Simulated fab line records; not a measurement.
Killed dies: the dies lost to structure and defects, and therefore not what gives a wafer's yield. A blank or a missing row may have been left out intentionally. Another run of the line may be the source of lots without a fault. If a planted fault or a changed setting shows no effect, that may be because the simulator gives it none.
Matching of chambers :: flow n5-finfet :: rie-diel-05 running N5_BEOL_M6_ETCH_66: 4 sister chambers
The step etches SOC in N2/H2, target depth 80 nm, overetch 16 nm, time 120 s. 4 wafers are shown with their chamber, then 7 later ones without.

## EACH WAFER AND ITS CHAMBER
wafer: L078.5
chamber: 0
drypump-motor-current-A (A): 6.3

wafer: L085.4
chamber: 2
drypump-motor-current-A (A): 5.9

wafer: L088.1
chamber: 1
drypump-motor-current-A (A): 4.9

wafer: L088.3
chamber: 3
drypump-motor-current-A (A): 5.6

## WAFERS WITHOUT THEIR CHAMBER
wafer: L088.5
drypump-motor-current-A (A): 5.7

wafer: L089.2
drypump-motor-current-A (A): 5.9

wafer: L089.3
drypump-motor-current-A (A): 6.3

wafer: L089.6
drypump-motor-current-A (A): 5.9

wafer: L096.1
drypump-motor-current-A (A): 6.3

wafer: L096.3
drypump-motor-current-A (A): 6.3

wafer: L096.5
drypump-motor-current-A (A): 6.0

## WHICH CHAMBER EACH ONE RAN IN
wafer: L088.5
from the rows above: can't be placed: 3 or 2
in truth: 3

wafer: L089.2
from the rows above: 2
in truth: 2

wafer: L089.3
from the rows above: 0
in truth: 0

wafer: L089.6
from the rows above: 2
in truth: 2

wafer: L096.1
from the rows above: 0
in truth: 0

wafer: L096.3
from the rows above: 0
in truth: 0

wafer: L096.5
from the rows above: 2
in truth: 2
6 of 7 placed correctly. These rows do not allow placing 1 (true chamber among the candidates in 1). Wrongly placed: 0.
How it was worked out, from the rows above alone: a wafer's distance from a chamber is the root of the sum, over the readings, of the square of ((its reading less the chamber's mean) divided by the reading's scatter). The wafer belongs to the nearest chamber; if the next one is less than 2 further off, it can't be placed. For every chamber, the mean is computed from those of its wafers that are shown. The scatter: root of mean squared gap, hidden wafer to nearest shown wafer, with one shown wafer a chamber.
